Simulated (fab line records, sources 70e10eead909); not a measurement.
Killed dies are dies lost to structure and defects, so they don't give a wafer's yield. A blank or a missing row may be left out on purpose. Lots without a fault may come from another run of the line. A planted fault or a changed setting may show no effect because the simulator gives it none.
Which tool did it? | flow nand_harc | 13 lots, 39 wafers sampled, at 5 steps of a route of 1302

WHAT THE GAUGES READ, wafer by wafer
NHARC_THIN_TSV_CD_MEAS_12: target cd 1000 nm. Usual: cd_nm 999.1 nm, standard deviation 1.9.
lot  | measured     | on        | cd_nm (nm)           | flag
L429 | day 24 08:52 | cd_sem-01 | 999.2 998.6 997.5    |
L430 | day 24 09:57 | cd_sem-01 | 997.5 999.5 999.7    |
L432 | day 24 13:43 | cd_sem-01 | 998.9 1001.0 998.3   |
L431 | day 24 14:48 | cd_sem-02 | 999.8 998.0 999.7    |
L434 | day 25 17:00 | cd_sem-02 | 994.9 995.1 995.9    |
L437 | day 27 14:51 | cd_sem-03 | 998.4 1003.4 998.9   |
L439 | day 27 16:04 | cd_sem-02 | 1002.5 1004.4 1001.6 |
L441 | day 29 02:32 | cd_sem-03 | 999.5 1000.0 999.1   |
L443 | day 30 01:49 | cd_sem-01 | 999.2 1000.5 999.0   |
L445 | day 30 02:59 | cd_sem-02 | 996.9 997.1 996.4    |
L448 | day 31 09:16 | cd_sem-01 | 999.3 995.9 998.0    |
L450 | day 32 20:02 | cd_sem-02 | 998.7 1001.1 998.6   |
L451 | day 33 01:52 | cd_sem-02 | 1000.8 1002.0 1001.0 |

NHARC_END_SORT_01. Usual: defect_limited_yield 91.1 %, standard deviation 2.9; killed_at_array 55, standard deviation 20; killed_at_other 0.7, standard deviation 0.96; killed_at_periphery 4.1, standard deviation 2.4; killed_dies 60, standard deviation 20; killed_open 3.3, standard deviation 1.9; killed_short 2.8, standard deviation 1.6.
lot  | measured     | on        | defect_limited_yield (%) | killed_at_array | killed_at_other | killed_at_periphery | killed_dies | killed_open | killed_short | flag
L432 | day 25 08:20 | prober-01 | 93.6 93.4 93.2           | 37 44 39        | 3 0 2           | 3 1 5               | 43 45 46    | 2 1 5       | 2 3 2        |
L431 | day 25 08:40 | prober-02 | 93.6 92.6 93.1           | 41 45 46        | 0 1 0           | 2 4 1               | 43 50 47    | 8 2 1       | 3 4 3        |
L434 | day 26 07:04 | prober-01 | 87.0 89.1 88.2           | 87 72 79        | 0 0 1           | 1 2 0               | 88 74 80    | 1 0 3       | 3 1 3        |
L437 | day 28 06:34 | prober-01 | 86.9 85.8 88.0           | 86 91 74        | 1 3 1           | 2 2 6               | 89 96 81    | 6 9 3       | 3 2 3        |
L439 | day 28 08:12 | prober-02 | 93.4 92.0 91.7           | 39 49 45        | 0 0 0           | 6 5 11              | 45 54 56    | 4 5 3       | 3 1 2        |
L445 | day 30 18:16 | prober-01 | 86.4 86.9 87.6           | 89 86 82        | 2 2 0           | 1 1 2               | 92 89 84    | 1 6 4       | 0 3 3        |

WHICH TOOL RAN EACH LOT (tool, then ch and the chambers of the sampled wafers, then the start)
lot  | NHARC_THIN_TSV_STRIP_62              | NHARC_THIN_TSV_PVD_51                   | NHARC_THIN_TSV_ANNEAL_58
L429 | plasma_asher-01 ch 0,1, day 24 11:26 | pvd_sputter-01, day 24 19:08 or earlier | furnace-06 ch 0, day 24 19:08
L430 | plasma_asher-02 ch 0,1, day 24 12:34 | pvd_sputter-01, day 24 19:08 or earlier | furnace-06 ch 0, day 24 19:08
L432 | plasma_asher-01 ch 0,1, day 24 16:19 | pvd_sputter-01, day 25 02:14 or earlier | furnace-04 ch 0, day 25 02:14
L431 | plasma_asher-01 ch 0,1, day 24 17:23 | pvd_sputter-01, day 25 02:14 or earlier | furnace-04 ch 0, day 25 02:14
L434 | plasma_asher-02 ch 0,1, day 25 19:44 | pvd_sputter-03, day 26 02:34 or earlier | furnace-05 ch 0, day 26 02:34
L437 | plasma_asher-02 ch 0,1, day 27 17:28 | pvd_sputter-03, day 28 02:06 or earlier | furnace-06 ch 0, day 28 02:06
L439 | plasma_asher-01 ch 0,1, day 27 18:44 | pvd_sputter-01, day 28 02:06 or earlier | furnace-06 ch 0, day 28 02:06
L441 | plasma_asher-01 ch 0, day 29 05:33   | pvd_sputter-02, day 29 13:34 or earlier | furnace-04 ch 0, day 29 13:34
L443 | plasma_asher-02 ch 0,1, day 30 05:09 | pvd_sputter-02, day 30 12:59 or earlier | furnace-05 ch 0, day 30 12:59
L445 | plasma_asher-02 ch 0,1, day 30 05:52 | pvd_sputter-01, day 30 12:59 or earlier | furnace-05 ch 0, day 30 12:59
L448 | plasma_asher-01 ch 0,1, day 31 11:52 | pvd_sputter-02, day 31 19:47 or earlier | furnace-05 ch 0, day 31 19:47
L450 | plasma_asher-02 ch 0, day 32 22:58   | pvd_sputter-02, day 33 10:14 or earlier | furnace-05 ch 0, day 33 10:14
L451 | plasma_asher-01 ch 0,1, day 33 04:36 | pvd_sputter-02, day 33 10:14 or earlier | furnace-05 ch 0, day 33 10:14
- NHARC_THIN_TSV_STRIP_62: strips in N2/H2, time 20 s.
- NHARC_THIN_TSV_PVD_51: deposits Cu, target thk 100 nm.
- NHARC_THIN_TSV_ANNEAL_58: time 1800 s.

WHAT THE TOOLS THEMSELVES READ (means of the sampled wafers that have a number; where no wafer has one, the mark that the record gives instead)
NHARC_THIN_TSV_STRIP_62. Usual: drypump_motor_current_A 5.6 A, standard deviation 0.56; heater_power_w 313 W, standard deviation 27.
lot  | tool            | drypump_motor_current_A (A) | heater_power_w (W) | flag
L429 | plasma_asher-01 | 5.5                         | 327                |
L430 | plasma_asher-02 | 6.1                         | 303                |
L432 | plasma_asher-01 | 5.2                         | 324                |
L431 | plasma_asher-01 | 5.2                         | 327                |
L434 | plasma_asher-02 | 6.0                         | 276                |
L437 | plasma_asher-02 | 6.0                         | 275                |
L439 | plasma_asher-01 | 5.5                         | 329                |
L441 | plasma_asher-01 | 4.8                         | 326                |
L443 | plasma_asher-02 | 6.0                         | 277                |
L445 | plasma_asher-02 | 6.1                         | 295                |
L448 | plasma_asher-01 | 5.2                         | 328                |
L450 | plasma_asher-02 | 5.9                         | 265                |
L451 | plasma_asher-01 | 5.5                         | 328                |

NHARC_THIN_TSV_PVD_51. Usual: throttle_valve_pct 30.4 %, standard deviation 0.97.
lot  | tool           | throttle_valve_pct (%) | flag
L429 | pvd_sputter-01 | 30.1                   |
L430 | pvd_sputter-01 | 30.7                   |
L432 | pvd_sputter-01 | 30.5                   |
L431 | pvd_sputter-01 | 29.9                   |
L434 | pvd_sputter-03 | 29.2                   |
L437 | pvd_sputter-03 | 29.5                   |
L439 | pvd_sputter-01 | 30.1                   |
L441 | pvd_sputter-02 | 30.6                   |
L443 | pvd_sputter-02 | 31.2                   |
L445 | pvd_sputter-01 | 31.3                   |
L448 | pvd_sputter-02 | 31.1                   |
L450 | pvd_sputter-02 | 30.9                   |
L451 | pvd_sputter-02 | 30.7                   |

NHARC_THIN_TSV_ANNEAL_58. Usual: spike_tc_bottom_C 425.3 C, standard deviation 2.3; spike_tc_centre_C 401.1 C, standard deviation 1.1; spike_tc_lower_C 400.2 C, standard deviation 1.1; spike_tc_top_C 430 C, standard deviation 4.1; spike_tc_upper_C 399.7 C, standard deviation 1.5; zone_power_upper_pct 3.76 %, standard deviation 0.099.
lot  | tool       | spike_tc_bottom_C (C) | spike_tc_centre_C (C) | spike_tc_lower_C (C) | spike_tc_top_C (C) | spike_tc_upper_C (C) | zone_power_upper_pct (%) | flag
L429 | furnace-06 | 427.4                 | 400.8                 | 400.1                | 426                | 398.4                | 3.78                     |
L430 | furnace-06 | 427.0                 | 399.4                 | 400.9                | 428                | 398.6                | 3.72                     |
L432 | furnace-04 | 427.4                 | 399.6                 | 401.3                | 427                | 400.9                | 3.65                     |
L431 | furnace-04 | 427.8                 | 400.4                 | 400.0                | 426                | 400.5                | 3.67                     |
L434 | furnace-05 | 423.1                 | 400.7                 | 399.2                | 436                | 401.2                | 3.84                     |
L437 | furnace-06 | 451.4                 | 425.0                 | 425.8                | 450                | 422.3                | 4.10                     | OFF
L439 | furnace-06 | 449.8                 | 424.4                 | 425.5                | 451                | 422.1                | 4.06                     | OFF
L441 | furnace-04 | 427.0                 | 401.1                 | 400.4                | 426                | 400.8                | 3.62                     |
L443 | furnace-05 | 422.8                 | 402.2                 | 400.2                | 434                | 401.3                | 3.83                     |
L445 | furnace-05 | 422.5                 | 401.5                 | 399.6                | 434                | 400.1                | 3.88                     |
L448 | furnace-05 | 422.6                 | 402.5                 | 398.4                | 435                | 399.9                | 3.84                     |
L450 | furnace-05 | 422.6                 | 401.5                 | 399.3                | 434                | 400.5                | 3.89                     |
L451 | furnace-05 | 421.7                 | 400.9                 | 399.5                | 436                | 401.1                | 3.88                     |

THE ANSWER, worked out from the rows above alone
Rule: a lot is off if the mean of its wafers that have a number lies more than 3 standard deviations from the usual mean. A lot without any number at a reading at which 4 lots or more have one is off too. The other lots that the step has rows for count as sound. The gauges are gone through in route order, then the tools' own readings, and for those a lot's mean is taken as printed above. The first step at which some lot is off is used, and at that step the reading that is off furthest; a lot without a number counts as furthest.
Off: L437, L439, at NHARC_THIN_TSV_ANNEAL_58 (spike_tc_lower_C).
A tool fits if, at that step or a process step before it, it ran every lot that is off, and no sound lot after the first of them. NHARC_THIN_TSV_PVD_51 gives no start for some lots, so the hours and the order of its lots are those of NHARC_THIN_TSV_ANNEAL_58. One fits: furnace-06 at NHARC_THIN_TSV_ANNEAL_58. Its last sound lot is L429 (day 24 19:08), its first lot that is off L437 (day 28 02:06): a fault that began between those two fits.
The tool's own readings at NHARC_THIN_TSV_ANNEAL_58 bear it out: on the lots that are off they differ by more than 5 times the standard deviation of the sound lots' means. spike_tc_bottom_C reads 450.6 C there against 424.7 C on the sound lots; spike_tc_centre_C reads 424.7 C there against 401.0 C on the sound lots; spike_tc_lower_C reads 425.6 C there against 399.9 C on the sound lots; spike_tc_upper_C reads 422.2 C there against 400.3 C on the sound lots.

WHAT THE SIMULATOR HAD PUT IN
Process parameter drift: furnace-06, from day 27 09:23 on, at NHARC_THIN_TSV_ANNEAL_58. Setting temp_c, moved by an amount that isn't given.
Lots struck among those shown: L437, L439. The rule above found the same.
